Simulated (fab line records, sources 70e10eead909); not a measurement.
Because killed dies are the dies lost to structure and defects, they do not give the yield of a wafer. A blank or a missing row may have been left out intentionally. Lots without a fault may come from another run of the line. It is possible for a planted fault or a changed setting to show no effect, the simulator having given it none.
fab line records	flow nand_harc
[record] lots = 6	wafers = 18	last_day = 32
route steps=1302 shown P_CONTACT@235 P_M0@253 END@1302
lots that met no fault: from a run of the same line without faults
start_h: the number of hours between the record's first day and the start of the first shown wafer of the lot	wait_h: hours from the lot's prior step to this one	" repeats the value in the row above	L1.1+2: several wafers, shown together as one row	- value missing, or start not given	* or withheld: withheld	< > ~ a bound
route shown NAME@n: a module of which the file shows steps, and the number in the route of the first	usual: mean and standard deviation over wafers with no fault	same: alike in all rows	chamber/n: place in a boat	sites: the reading at each site	_std_site: the standard deviation of these	_edge_site: the outer-site mean with the inner-site mean subtracted	radius_mm: how far each site lies from the wafer's centre	mask NAME#n: copy n	behind: tool/chamber where the wafer was last shaped	hold: why the lot went on hold/how many hours it stayed there/how the hold came to an end	device: whichever transistor did not switch (one of n, p or np)	end of line: the same wafers' tests at the end of the route	a step with no rows: only its recipe	killed: dies that structure and defects cost at the first sort, which is not the same as the wafer's yield	map: a wafer's dies, marking killed ones x, the rest . and places with no die _
set.NAME: the setting that was run; set.NAME@STEP: the one run at that earlier step	model.NAME: the simulator's own value behind a step, which no gauge read
lots at some steps of the route; a table a step, a row a wafer
services: when a tool's chamber went out of use (start_h, in hours from the record's first day, below 0 if earlier), for how many hours, and the reason
[[steps]]
[step NHARC_P_CONTACT_DESCUM_17]
[recipe] time_s = 3	o2_flow_sccm = 200	ar_flow_sccm = 0	bias_power_w = 0	chemistry = O2
[step NHARC_P_CONTACT_ETCH_35]
[recipe] target_depth_a = 390	over_etch_frac = 0.3	time_s = 65	ion_energy_ev = 80	cf4_flow_sccm = 150	ar_flow_sccm = 0	rf_w = 300	bias_w = 100	chemistry = CF4
[usual] drypump_motor_current_A = 5.7/0.35	oes_product_au = 1.003/0.0091	rf_fwd_power_W = 297.5/1.1	rf_vpp_V = 151.0/1.2	showerhead_plenum_p_Torr = 1.75/0.069	throttle_valve_pct = 13.283/0.0095
lot.wafer	tool	chamber	start_h	wait_h	drypump_motor_current_A	oes_product_au	rf_fwd_power_W	rf_hours_counter_h	rf_vpp_V	showerhead_plenum_p_Torr	throttle_valve_pct
L824.1	rie_diel-04	2	117.95	0.1	5.2	1.004	298.4	3.2	152.0	1.81	13.271
L824.3	"	3	"	"	6.0	1.012	297.9	3.1	150.2	1.67	13.278
L824.4	"	0	"	"	5.7	0.992	296.9	3.1	150.4	1.79	13.284
L827.2	rie_diel-04	2	145.29	0.1	5.2	1.005	298.1	4.0	150.2	1.81	13.280
L827.4	"	1	"	"	5.7	1.013	297.4	4.0	150.2	1.69	13.279
L827.5	"	3	"	"	6.1	1.000	297.3	-	149.0	1.67	13.277
L831.1	rie_diel-13	1	185.09	0.1	5.0	1.011	296.2	0.1	150.8	1.70	13.269
L831.4	"	2	"	"	6.1	0.994	296.6	-	151.3	1.71	13.288
L831.6	"	0	"	"	5.6	1.016	299.5	-	151.2	1.86	13.276
L836.3	rie_diel-08	3	240.36	0.1	6.1	1.016	296.2	1.8	151.8	1.81	13.288
L836.4	"	1	"	"	5.4	1.001	297.1	1.7	151.3	1.68	13.284
L836.5	"	2	"	"	5.8	0.998	297.5	-	151.6	1.72	13.282
L842.4	rie_diel-04	1	298.57	0.1	5.7	0.994	299.0	3.5	151.1	1.68	13.274
L842.3	"	3	"	"	6.1	1.011	296.9	2.7	149.7	1.67	13.274
L842.6	"	0	"	"	5.7	0.986	297.5	-	151.2	1.79	13.293
L844.3	rie_diel-08	1	321.22	0.1	5.5	1.013	297.9	6.6	149.9	1.68	13.294
L844.1	"	2	"	"	5.8	1.002	298.3	5.1	150.7	1.72	13.290
L844.5	"	0	"	"	5.9	1.002	298.0	-	150.8	1.87	13.285
[step NHARC_P_CONTACT_ETCH_36]
[recipe] target_depth_a = 2600	over_etch_frac = 0.25	time_s = 406.25	ion_energy_ev = 200	n2_flow_sccm = 150	h2_flow_sccm = 150	ar_flow_sccm = 0	rf_w = 400	bias_w = 150	chemistry = N2/H2
[usual] drypump_motor_current_A = 5.7/0.35	oes_product_au = 1.003/0.0091	rf_fwd_power_W = 398.9/1.3	rf_vpp_V = 429.8/2.6	showerhead_plenum_p_Torr = 2.02/0.087	throttle_valve_pct = 14.172/0.0093
lot.wafer	tool	chamber	start_h	wait_h	drypump_motor_current_A	oes_product_au	rf_fwd_power_W	rf_hours_counter_h	rf_vpp_V	showerhead_plenum_p_Torr	throttle_valve_pct
L824.4	rie_diel-04	0	-	-	5.7	0.990	398.5	3.1	431.8	2.07	14.191
L824.3	"	1	"	"	5.7	0.995	399.6	3.2	427.5	1.93	14.167
L824.1	"	2	"	"	5.2	0.988	399.6	3.2	433.1	2.10	14.168
L827.2	rie_diel-04	0	-	-	5.7	0.983	397.3	4.1	430.4	2.07	14.164
L827.4	"	1	"	"	5.7	1.004	397.5	4.1	426.5	1.93	14.187
L827.5	"	2	"	"	5.2	1.000	401.8	-	430.3	2.10	14.157
L831.1	rie_diel-13	1	-	-	5.0	1.012	401.7	0.1	427.0	1.95	14.172
L831.4	"	1	"	"	5.1	1.007	397.7	-	428.5	1.95	14.193
L831.6	"	0	"	"	5.6	1.009	396.3	-	435.0	2.16	14.171
L836.3	rie_diel-08	1	-	-	5.4	0.996	398.2	1.8	425.9	1.93	14.185
L836.5	"	3	"	"	6.1	1.006	397.1	-	432.1	2.09	14.171
L836.4	"	0	"	"	5.9	0.990	398.9	-	434.0	2.17	14.176
L842.4	rie_diel-04	3	-	-	6.1	1.013	400.8	2.8	427.7	1.91	14.165
L842.3	"	0	"	"	5.7	0.997	398.3	2.5	432.9	2.07	14.179
L842.6	"	2	"	"	5.2	1.017	399.1	-	431.4	2.09	14.154
L844.1	rie_diel-08	2	-	-	5.8	0.999	399.2	5.1	429.1	1.98	14.170
L844.3	"	1	"	"	5.5	1.009	398.6	6.6	426.6	1.93	14.163
L844.5	"	3	"	"	6.1	1.012	397.3	-	431.3	2.09	14.180
[step NHARC_P_CONTACT_ETCH_18]
[recipe] target_depth_a = 4810	time_s = 240.5	c4f8_flow_sccm = 20	o2_flow_sccm = 10	ar_flow_sccm = withheld	rf_w = 600	bias_w = 1500	chemistry = C4F8/O2/Ar
[usual] oes_product_au = 0.966/0.014	rf_fwd_power_W = 598.1/2	rf_vpp_V = 977/5.5
lot.wafer	tool	chamber	start_h	wait_h	oes_product_au	rf_fwd_power_W	rf_hours_counter_h	rf_vpp_V
L824.3	rie_diel-04	3	-	-	1.000	595.9	3.4	971
L824.1	"	0	"	"	0.951	599.3	3.3	980
L824.4	"	2	"	"	0.976	598.7	3.3	982
L827.4	rie_diel-04	3	-	-	0.994	596.5	4.4	970
L827.2	"	1	"	"	0.977	599.8	4.2	973
L827.5	"	3	"	"	0.989	596.1	-	971
L831.1	rie_diel-13	2	-	-	0.948	596.9	0.4	974
L831.4	"	2	"	"	0.957	597.0	-	973
L831.6	"	1	"	"	0.962	596.9	-	974
L836.3	rie_diel-08	1	-	-	0.965	595.6	2.0	972
L836.4	"	1	"	"	0.960	593.2	-	972
L836.5	"	0	"	"	0.972	596.8	-	987
L842.4	rie_diel-04	2	-	-	0.984	598.0	3.8	983
L842.3	"	0	"	"	0.967	599.5	2.6	979
L842.6	"	2	"	"	0.984	597.8	-	981
L844.3	rie_diel-08	0	-	-	0.981	600.1	5.1	986
L844.1	"	3	"	"	0.964	595.5	7.8	982
L844.5	"	1	"	"	0.969	599.2	-	973
[step NHARC_P_CONTACT_STRIP_37]
[recipe] c4f8_flow_sccm = withheld	o2_flow_sccm = 8	ar_flow_sccm = withheld	bias_w = 0	chemistry = C4F8/O2/Ar
[step NHARC_P_CONTACT_ETCH_31]
[recipe] target_depth_a = 300	time_s = 85.7	ion_energy_ev = 120	over_etch_frac = 1	ch3f_flow_sccm = 50	o2_flow_sccm = 30	ar_flow_sccm = 200	rf_w = 500	bias_w = 100	chemistry = CH3F/O2
[usual] ch3f_flow_sccm = 49.98/0.16	drypump_motor_current_A = 5.7/0.36	oes_product_au = 0.985/0.011	rf_fwd_power_W = 496.2/1.7	rf_vpp_V = 244.0/1.5	showerhead_plenum_p_Torr = 2.43/0.098	throttle_valve_pct = 20.663/0.0091
lot.wafer	tool	chamber	start_h	wait_h	ch3f_flow_sccm	drypump_motor_current_A	oes_product_au	rf_fwd_power_W	rf_hours_counter_h	rf_vpp_V	showerhead_plenum_p_Torr	throttle_valve_pct
L824.1	rie_diel-04	0	-	-	50.09	5.7	0.963	495.5	3.4	244.4	2.49	20.686
L824.4	"	1	"	"	50.12	5.7	0.967	497.0	3.4	242.1	2.34	20.656
L824.3	"	2	"	"	50.10	5.2	0.979	495.6	3.4	245.7	2.52	20.678
L827.4	rie_diel-04	0	-	-	50.38	5.7	0.976	497.8	4.3	244.5	2.49	20.655
L827.2	"	1	"	"	50.05	5.7	0.981	495.9	4.2	243.1	2.34	20.667
L827.5	"	3	"	"	50.08	6.1	1.000	495.9	-	243.0	2.32	20.659
L831.1	rie_diel-13	0	-	-	50.39	5.6	0.996	496.1	0.5	245.3	2.59	20.669
L831.6	"	0	"	"	50.30	5.6	0.998	498.2	-	245.0	2.59	20.666
L831.4	"	2	"	"	50.02	6.2	0.980	495.2	-	243.1	2.37	20.671
L836.3	rie_diel-08	1	-	-	49.88	5.5	0.997	496.1	2.1	242.2	2.33	20.662
L836.4	"	0	"	"	49.97	5.9	0.992	496.7	-	247.7	2.60	20.654
L836.5	"	1	"	"	49.90	5.5	0.988	493.6	-	241.7	2.33	20.664
L842.4	rie_diel-04	0	-	-	49.91	5.7	0.968	498.8	2.6	243.8	2.49	20.666
L842.3	"	3	"	"	50.03	6.1	0.974	495.3	3.0	242.2	2.32	20.662
L842.6	"	0	"	"	49.79	5.7	0.961	495.4	-	245.2	2.49	20.651
L844.3	rie_diel-08	2	-	-	49.71	5.8	0.977	496.2	5.4	242.0	2.39	20.668
L844.1	"	1	"	"	50.01	5.5	0.996	496.2	6.8	244.6	2.33	20.661
L844.5	"	3	"	"	50.03	6.1	0.988	491.3	-	244.8	2.52	20.659
[step NHARC_P_CONTACT_CD_MEAS_19]
[usual] cd_nm = 90.0/2
lot.wafer	tool	chamber	start_h	wait_h	cd_nm
L824.1	cd_sem-03	-	118.72	-	91.0
L824.3	"	-	"	"	89.7
L824.4	"	-	"	"	90.2
L827.2	cd_sem-02	-	146.08	-	89.0
L827.4	"	-	"	"	90.9
L827.5	"	-	"	"	95.0
L831.1	cd_sem-01	-	186.09	-	87.9
L831.4	"	-	"	"	88.7
L831.6	"	-	"	"	89.7
L836.3	cd_sem-01	-	241.26	-	89.6
L836.4	"	-	"	"	90.5
L836.5	"	-	"	"	90.9
L842.3	cd_sem-02	-	299.36	-	93.4
L842.4	"	-	"	"	89.5
L842.6	"	-	"	"	92.6
L844.1	cd_sem-03	-	322.00	-	92.0
L844.3	"	-	"	"	88.8
L844.5	"	-	"	"	88.5
[step NHARC_P_CONTACT_STRIP_28]
[recipe] o2_flow_sccm = 500	ar_flow_sccm = 0	bias_w = 0	chemistry = O2
[step NHARC_P_CONTACT_STRIP_29]
[recipe] time_s = 1200	temp_c = 72.5	chemistry = post_etch_residue_remover
[step NHARC_P_CONTACT_DEGAS_38]
[recipe] temp_c = 300	time_s = 60
[usual] heater_power_w = 471/50	susceptor_temp_C = 300.00/0.21
lot.wafer	tool	chamber	start_h	wait_h	heater_power_w	susceptor_temp_C
L824.3	pvd_sputter-03	-	119.44	-	533	300.21
L824.1	"	-	"	"	538	300.07
L824.4	"	-	"	"	540	299.83
L827.2	pvd_sputter-01	-	146.86	-	512	299.86
L827.4	"	-	"	"	422	300.10
L827.5	"	-	"	"	486	300.46
L831.4	pvd_sputter-01	-	186.82	-	431	300.09
L831.1	"	-	"	"	434	300.00
L831.6	"	-	"	"	478	300.14
L836.4	pvd_sputter-02	-	241.97	-	451	300.02
L836.3	"	-	"	"	450	300.32
L836.5	"	-	"	"	437	299.97
L842.3	pvd_sputter-01	-	300.07	-	441	-
L842.4	"	-	"	"	439	-
L842.6	"	-	"	"	488	-
L844.3	pvd_sputter-03	-	322.72	-	553	-
L844.1	"	-	"	"	517	-
L844.5	"	-	"	"	529	-
[step NHARC_P_CONTACT_PRE_CLEAN_39]
[recipe] time_s = 19.5	bias_v = 250	gas = Ar
[step NHARC_P_CONTACT_PVD_32]
[recipe] target_thk_a = 50	chamber_pressure_pa = 5	power_w = 5000	substrate_temp_c = 200	time_s = 17.7	material = Ti
[step NHARC_P_CONTACT_ALD_22]
[recipe] target_thk_a = 30	pulse_time_s = 1	ald_cycles = 150	temp_c = 450	material = TiN
[usual] heater_power_w = 1101/69	precursor_pulse_height_rel = 0.999/0.018	susceptor_temp_C = 450.02/0.24
lot.wafer	tool	chamber	start_h	wait_h	heater_power_w	precursor_pulse_height_rel	susceptor_temp_C
L824.4	ald_metal-03	3	119.69	-	1016	1.017	449.90
L824.1	"	0	"	"	1038	0.986	449.80
L824.3	"	2	"	"	955	1.027	449.97
L827.4	ald_metal-03	3	147.13	-	1028	0.986	449.92
L827.2	"	0	"	"	1030	0.978	450.14
L827.5	"	2	"	"	983	0.991	450.07
L831.1	ald_metal-04	3	187.07	-	1163	0.998	449.78
L831.4	"	1	"	"	948	0.993	449.94
L831.6	"	2	"	"	1192	1.022	450.26
L836.3	ald_metal-02	3	242.25	-	1046	1.007	449.37
L836.4	"	0	"	"	1155	0.977	450.14
L836.5	"	2	"	"	1177	1.034	449.86
L842.4	ald_metal-02	2	300.35	-	1164	0.995	449.64
L842.3	"	3	"	"	1086	1.016	449.75
L842.6	"	0	"	"	1102	0.998	450.26
L844.3	ald_metal-02	0	322.98	-	1108	1.002	450.07
L844.1	"	1	"	"	1139	1.014	450.20
L844.5	"	3	"	"	1034	0.954	450.00
[step NHARC_P_CONTACT_CVD_23]
[recipe] target_thk_a = 2000	temp_c = 300	pressure_torr = 40	wf6_flow_sccm = 40	h2_flow_sccm = 1600	ar_flow_sccm = 1560	time_s = 557	material = W
[step NHARC_P_CONTACT_CMP_24]
[recipe] t_overpolish_s = 30	target_thk_nm = 200
[step NHARC_P_CONTACT_SRD_26]
[step NHARC_P_M0_DEP_00]
[recipe] target_thk_a = 1500	target_thk_nm = 150	temp_c = withheld	pressure_torr = 5	flow_sccm = 200	rf_w = 600	material = SiOC
[step NHARC_P_M0_DEHYDRATE_01]
[recipe] temp_c = 150	time_s = 120
[step NHARC_P_M0_HMDS_02]
[recipe] time_s = 30
[step NHARC_P_M0_COAT_33]
[recipe] temp_c = 200	time_s = 65
[step NHARC_P_M0_COAT_03]
[recipe] spin_rpm = 1500	resist_thk_nm = 90
[step NHARC_P_M0_SOFTBAKE_04]
[recipe] temp_c = 105	time_s = 55
[step NHARC_P_M0_EBR_05]
[step NHARC_P_M0_EXPOSE_06]
[recipe] na = 1.35	target_cd_nm = 90	dose_mj = 81.28	mask_id = P_M0
[step NHARC_P_M0_PEB_07]
[recipe] peb_temp_c = 100	peb_time_s = 65
[step NHARC_P_M0_DEVELOP_08]
[recipe] develop_time_s = 35	dev_temp_c = 23
[step NHARC_P_M0_CD_MEAS_09]
[recipe] target_cd_nm = 90	landing_energy_ev = 500
[usual] cd_nm = 90.0/0.58
[same] landing_energy_ev = 500
lot.wafer	tool	chamber	start_h	wait_h	cd_nm
L824.1	cd_sem-01	0	122.38	-	89.6
L824.3	"	0	"	"	89.9
L824.4	"	0	"	"	89.9
L827.2	cd_sem-03	0	149.14	-	89.8
L827.4	"	0	"	"	90.0
L827.5	"	0	"	"	90.5
L831.1	cd_sem-03	0	189.08	-	90.1
L831.4	"	0	"	"	90.2
L831.6	"	0	"	"	89.2
L836.3	cd_sem-02	0	244.24	-	89.6
L836.4	"	0	"	"	89.5
L836.5	"	0	"	"	89.0
L842.3	cd_sem-01	0	302.47	-	91.0
L842.4	"	0	"	"	91.0
L842.6	"	0	"	"	90.5
L844.1	cd_sem-03	0	325.27	-	90.8
L844.3	"	0	"	"	90.2
L844.5	"	0	"	"	90.5
[step NHARC_P_M0_OVL_MEAS_10]
[recipe] pitch_nm = 180
[usual] overlay_x_nm = 0.2/0.83	overlay_y_nm = 0.0/0.83
lot.wafer	tool	chamber	start_h	wait_h	overlay_x_nm	overlay_y_nm
L824.1	overlay-01	-	122.47	-	-1.4	1.3
L824.3	"	-	"	"	-1.4	1.2
L824.4	"	-	"	"	-0.7	1.3
L827.2	overlay-01	-	149.23	-	1.4	1.8
L827.4	"	-	"	"	1.1	1.7
L827.5	"	-	"	"	1.9	1.5
L831.1	overlay-01	-	189.17	-	0.3	-0.4
L831.4	"	-	"	"	0.5	-0.7
L831.6	"	-	"	"	-0.7	-0.6
L836.3	overlay-02	-	244.32	-	0.4	-1.1
L836.4	"	-	"	"	0.5	-0.6
L836.5	"	-	"	"	0.3	-0.7
L842.3	overlay-01	-	302.55	-	-0.2	-0.6
L842.4	"	-	"	"	0.9	-0.5
L842.6	"	-	"	"	-0.3	-1.1
L844.1	overlay-01	-	325.37	-	0.7	0.3
L844.3	"	-	"	"	1.4	0.8
L844.5	"	-	"	"	0.9	0.7
[step NHARC_P_M0_DESCUM_14]
[recipe] time_s = 3	o2_flow_sccm = 200	ar_flow_sccm = 0	bias_power_w = 0	chemistry = O2
[step NHARC_P_M0_ETCH_34]
[recipe] target_depth_a = 400	overetch_a = 120	time_s = 43.94	ion_energy_ev = 200	n2_flow_sccm = 150	h2_flow_sccm = 150	ar_flow_sccm = 0	rf_w = 400	bias_w = 150	chemistry = N2/H2
[step NHARC_P_M0_ETCH_15]
[recipe] target_depth_a = 1500	overetch_a = 150	time_s = 82.5	c4f8_flow_sccm = withheld	ar_flow_sccm = 400	rf_w = 600	bias_w = 300	chemistry = C4F8/Ar
[step NHARC_P_M0_CD_MEAS_16]
[usual] cd_nm = 89.9/0.77
lot.wafer	tool	chamber	start_h	wait_h	cd_nm
L824.1	cd_sem-01	-	122.88	-	89.0
L824.3	"	-	"	"	90.7
L824.4	"	-	"	"	89.3
L827.2	cd_sem-03	-	149.63	-	90.3
L827.4	"	-	"	"	90.4
L827.5	"	-	"	"	91.6
L831.1	cd_sem-02	-	189.57	-	89.3
L831.4	"	-	"	"	91.2
L831.6	"	-	"	"	89.8
L836.3	cd_sem-01	-	244.73	-	88.7
L836.4	"	-	"	"	88.7
L836.5	"	-	"	"	89.1
L842.3	cd_sem-03	-	303.01	-	90.3
L842.4	"	-	"	"	90.8
L842.6	"	-	"	"	89.9
L844.1	cd_sem-02	-	325.77	-	91.2
L844.3	"	-	"	"	90.5
L844.5	"	-	"	"	91.0
[step NHARC_P_M0_STRIP_18]
[recipe] power_w = 1000	n2_flow_sccm = 150	h2_flow_sccm = 150	ar_flow_sccm = 0	bias_w = 0	chemistry = N2/H2
[step NHARC_P_M0_STRIP_19]
[recipe] time_s = 600	temp_c = 30	chemistry = post_etch_residue_remover
[step NHARC_P_M0_DEGAS_28]
[recipe] temp_c = 250	time_s = 60
[step NHARC_P_M0_PRE_CLEAN_29]
[recipe] time_s = 30	temp_c = 280	gas = H2/He
[step NHARC_P_M0_PVD_20]
[recipe] target_thk_a = 50	bias_v = 168.6	power_w = 15000	chamber_pressure_pa = 0.12	time_s = 8.06	substrate_temp_c = 50	material = TaN
[step NHARC_P_M0_PVD_21]
[recipe] target_thk_a = 300	chamber_pressure_pa = 5	power_w = 5000	substrate_temp_c = 30	time_s = 20.49	material = Cu
[step NHARC_P_M0_ECD_22]
[recipe] target_thk_a = 4000	bath_temp_c = 25	material = Cu
[step NHARC_END_SORT_01]
[recipe] temp_c = 25
[usual] killed_at_array = 57/18	killed_at_other = 0.9/1.3	killed_at_periphery = 3.5/2.2	killed_dies = 62/18	killed_open = 3.0/1.7	killed_short = 2.3/1.5
[same] gross_dies = 677
lot.wafer	tool	chamber	start_h	wait_h	killed_at_array	killed_at_other	killed_at_periphery	killed_dies	killed_open	killed_short
L842.3	prober-01	0	734.67	3.1	68	0	47	115	2	2
L842.4	prober-01	0	735.47	3.4	47	0	78	125	1	1
L842.6	prober-01	0	737.06	4.0	34	0	73	107	3	2
L844.1	prober-02	0	764.92	2.4	45	0	58	103	3	0
L844.3	prober-02	0	766.52	3.1	43	0	67	110	0	4
L844.5	prober-02	0	768.12	3.7	42	0	43	85	1	4
// killed by level:class
L842.3 P_CONTACT:unspecified=42 A_CHANNEL_HOLE_D2:chamber_film_flake=33 A_CHANNEL_HOLE_D1:chamber_film_flake=14 A_CONTACT:chamber_film_flake=7 A_SLIT:chamber_film_flake=5 P_GATE:chamber_film_flake=3 A_STAIRCASE:chamber_film_flake=3 A_WL_FILL:chamber_film_flake=2
L842.4 P_CONTACT:unspecified=74 A_CHANNEL_HOLE_D2:chamber_film_flake=24 A_CHANNEL_HOLE_D1:chamber_film_flake=6 A_STAIRCASE:chamber_film_flake=5 A_CONTACT:chamber_film_flake=5 A_WL_FILL:chamber_film_flake=3 A_SLIT:chamber_film_flake=3 P_GATE:chamber_film_flake=2
L842.6 P_CONTACT:unspecified=67 A_CHANNEL_HOLE_D2:chamber_film_flake=10 A_CHANNEL_HOLE_D1:chamber_film_flake=7 P_GATE:chamber_film_flake=3 A_SLIT:chamber_film_flake=3 A_WL_FILL:chamber_film_flake=3 A_CONTACT:chamber_film_flake=3 P_STI:chamber_film_flake=2
L844.1 P_CONTACT:unspecified=57 A_CHANNEL_HOLE_D1:chamber_film_flake=16 A_SLIT:chamber_film_flake=7 A_CONTACT:chamber_film_flake=7 A_SGD_CUT:chamber_film_flake=4 A_STAIRCASE:chamber_film_flake=3 A_CHANNEL_FILL_D1:chamber_film_flake=2 P_M2:geometric_particle:open=1
L844.3 P_CONTACT:unspecified=64 A_CHANNEL_HOLE_D1:chamber_film_flake=15 A_CONTACT:chamber_film_flake=8 A_SLIT:chamber_film_flake=7 A_STAIRCASE:chamber_film_flake=4 A_SGD_CUT:chamber_film_flake=2 P_M0:geometric_particle:short=1 A_CHANNEL_FILL_D1:geometric_particle:short=1
L844.5 P_CONTACT:unspecified=42 A_CHANNEL_HOLE_D1:chamber_film_flake=16 A_CONTACT:chamber_film_flake=8 A_SLIT:chamber_film_flake=6 A_STAIRCASE:chamber_film_flake=2 A_SGD_CUT:chamber_film_flake=2 P_CONTACT:geometric_particle:open=1 A_ONON_D1:geometric_particle:short=1
// map L842.4 (x killed, . not)
____________.____________
_________......._________
_______..........._______
______.............______
_____..............._____
____.................____
____.................____
___...................___
___...................___
__.....................__
__.x.......x...........__
_....x.................._
_.x.............x......._
_x......................_
_......................._
_...x.xxx..............._
x..x.xxxxxxx.............
....xxxxxxx...x..........
.x..xxxxxxxx......x......
....xxxxxxxxx............
....xxxxxxxxxx...........
_....xxxxxx.........x..._
_..x.xxxxxxxxxx........._
_..x..xxxxxx..x........._
_xxx.xx.xxx.xxxxx......._
_..x.xxx.xx...xx........_
__.x...xxxx...xx.......__
__.x....x....x.x.......__
___.x..........x......___
___...................___
____...............x.____
____.........xx......____
_____.x............._____
______x........x...______
_______....x....x._______
_________......._________
____________x____________
// map L844.3 (x killed, . not)
____________.____________
_________......._________
_______......x...x_______
______.............______
_____..............._____
____.................____
____......x..........____
___...................___
___.............x.....___
__.....................__
__..x..................__
_.x....................._
_..x.x............x....._
_....xx................._
_...xx..x..............._
_..x...................._
.x..x.x..................
......xx................x
...xxxxxx................
...xxxxxx.x..............
..xxxxxxx................
_.xxxxxx..x..xxx........_
_.xxxxxxx..xxx..x......._
_.xxxxxx.xx.xxx........._
_..xxxxxx..xx.xx........_
_xxxxxxxx....xx.x......._
__x.xxxx...............__
__xxxx.......x.x.......__
___...................___
___...................___
____...x.............____
____.................____
_____.x.x..........._____
______.............______
_______...x......._______
_________...x..._________
____________.____________
[[services]]
tool	chamber	start_h	hours	kind
rie_diel-04	1	96.05	3.8	repair
ald_metal-02	-	104.69	2.3	repair
ald_metal-02	-	117.85	0.5	repair
rie_diel-04	-	132.37	0.2	repair
rie_diel-13	0	135.62	14.8	repair
rie_diel-13	1	142.03	8.9	repair
pvd_sputter-01	-	147.95	8.1	repair
ald_metal-03	2	151.42	3.7	repair
ald_metal-02	-	158.40	1.3	repair
rie_diel-13	-	165.00	9.0	pm
ald_metal-02	-	175.60	1.4	repair
rie_diel-04	-	177.90	9.0	pm
rie_diel-13	3	183.32	19.9	repair
rie_diel-08	-	190.80	9.0	pm
pvd_sputter-01	-	226.00	10.0	pm
pvd_sputter-01	-	242.89	1.2	repair
rie_diel-04	0	247.55	6.7	repair
rie_diel-08	0	248.12	31.5	repair
rie_diel-13	3	250.94	1.7	repair
ald_metal-02	-	254.00	10.0	pm
rie_diel-04	3	258.78	2.0	repair
rie_diel-04	3	268.35	9.8	repair
rie_diel-08	-	271.13	0.5	repair
rie_diel-08	0	288.45	7.4	repair
[[key]]
[first_sign] step = NHARC_END_SORT_01	reading = killed_at_periphery	direction = up	sigmas = 26	usual = 3.5	struck = 61
[effect] step = NHARC_END_SORT_01	reading = killed_dies	direction = up	sigmas = 2.6	usual = 62	struck = 108
[more_kills_born_at] NHARC_P_CONTACT_ALD_22@ald_metal-02 = 346
met_at NHARC_P_CONTACT_ALD_22
struck_wafers L842.3,L842.4,L842.6,L844.1,L844.3,L844.5
tester_left_out L842,L844
onset_between 242.25 300.35
also_fits time
[fault] kind = chamber_particle_source	tool = ald_metal-02	chamber = -	onset_h = 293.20	steps = NHARC_P_CONTACT_ALD_22	rate_per_visit_cm2 = 0.49436	end_h = 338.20
// tester_left_out: of these lots the tester's yield and bins aren't shown, on N5 and GAA mostly nor the transistor test; their killed dies are dies lost to structure and defects alone, not to doping, threshold or leakage, so they don't give the yield
